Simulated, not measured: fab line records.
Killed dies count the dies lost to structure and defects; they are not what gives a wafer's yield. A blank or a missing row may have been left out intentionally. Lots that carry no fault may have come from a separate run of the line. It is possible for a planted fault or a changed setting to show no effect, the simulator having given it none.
Chamber matching | flow n5-finfet | rie-diel-02 running N5_BEOL_M13_ETCH_67: 4 sister chambers
The step etches SiARC in CF4, target depth 143 nm, time 238.3 s. 4 wafers are shown with their chamber, then 8 later ones without.

EACH WAFER AND ITS CHAMBER
wafer  | chamber | drypump-motor-current-A (A)
L084.2 | 1       | 6.0
L089.2 | 0       | 5.2
L089.4 | 2       | 5.6
L091.1 | 3       | 6.2

WAFERS MISSING THEIR CHAMBER
wafer  | drypump-motor-current-A (A)
L091.3 | 5.7
L091.6 | 5.2
L093.2 | 5.7
L093.3 | 6.2
L093.5 | 5.6
L094.1 | 5.7
L094.4 | 6.2
L094.5 | 6.2

WHICH CHAMBER EACH ONE RAN IN
wafer  | from the rows above | in truth
L091.3 | 2                   | 2
L091.6 | 0                   | 0
L093.2 | 2                   | 2
L093.3 | 3                   | 3
L093.5 | 2                   | 2
L094.1 | 2                   | 2
L094.4 | 3                   | 3
L094.5 | 3                   | 3
8 of 8 placed correctly. Can't be placed from these rows: 0. Number placed wrongly: 0.
How it was worked out, from the rows above alone: a wafer's distance from a chamber is the root of the sum, over the readings, of the square of ((its reading less the chamber's mean) divided by the reading's scatter). The wafer belongs to the nearest chamber; if the next one is less than 2 further off, it can't be placed. For every chamber, the mean is computed from those of its wafers that are shown. The scatter: root of mean squared gap, hidden wafer to nearest shown wafer, with one shown wafer a chamber.
